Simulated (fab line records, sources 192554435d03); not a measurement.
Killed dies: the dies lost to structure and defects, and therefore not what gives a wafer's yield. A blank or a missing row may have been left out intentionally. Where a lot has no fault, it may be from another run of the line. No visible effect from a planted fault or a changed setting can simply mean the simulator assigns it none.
Matching of chambers -- flow n5-finfet -- N5_BEOL_M4_CO_CAP_55 on cvd-co-01: 3 sister chambers
The step material Co, precursor CCTBA/H2, target thk 2 nm, time 102.1 s. 18 wafers are shown with their chamber, then 9 later ones without.

== WAFERS PAIRED WITH THEIR CHAMBERS ==
wafer,chamber,heater-power-w (W),susceptor-temp-C (C)
L074.4,1,216,200.01
L074.5,1,220,199.95
L074.6,2,191,200.04
L081.3,1,217,200.11
L081.4,0,215,199.75
L081.5,1,216,199.99
L082.2,1,223,199.80
L082.3,2,198,200.12
L082.5,1,217,199.80
L085.1,1,221,199.85
L085.2,2,195,199.84
L085.6,0,217,200.10
L090.2,1,217,200.20
L090.3,0,217,199.83
L090.4,2,195,200.04
L088.1,2,196,199.85
L088.2,1,219,200.17
L088.5,2,197,199.94

SIGNATURES, as means of the wafers listed above
reading,chamber 0,chamber 1,chamber 2,scatter within a chamber
heater-power-w,216.33,218.44,195.33,2.31
susceptor-temp-C,199.8933,199.9867,199.9717,0.145
Rule: a wafer's distance from a chamber is the root of the sum, over the readings, of the square of ((its reading less the chamber's mean) divided by the reading's scatter). If the next closest chamber is less than 2 further off than the closest, the wafer can't be placed; otherwise it belongs to the closest. The scatter is the square root of a quotient: the sum, over the shown wafers, of each reading's squared deviation from its chamber's mean, divided by wafers minus chambers.

== WAFERS WITH NO CHAMBER GIVEN ==
wafer,heater-power-w (W),susceptor-temp-C (C)
L091.3,223,199.79
L091.5,192,199.92
L091.6,218,200.07
L096.1,198,199.77
L096.3,219,199.94
L096.5,198,199.81
L097.1,219,200.07
L097.2,224,199.99
L097.3,195,200.19

== THE CHAMBER EACH PASSED THROUGH ==
wafer,from the rows above,in truth
L091.3,can't be placed: 1 or 0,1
L091.5,2,2
L091.6,can't be placed: 1 or 0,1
L096.1,2,2
L096.3,can't be placed: 1 or 0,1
L096.5,2,2
L097.1,can't be placed: 1 or 0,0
L097.2,can't be placed: 1 or 0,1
L097.3,2,2
Placed correctly: 4 of 9. From these rows, 5 cannot be placed; in 5 the true chamber is one of the candidates. Number placed wrongly: 0.
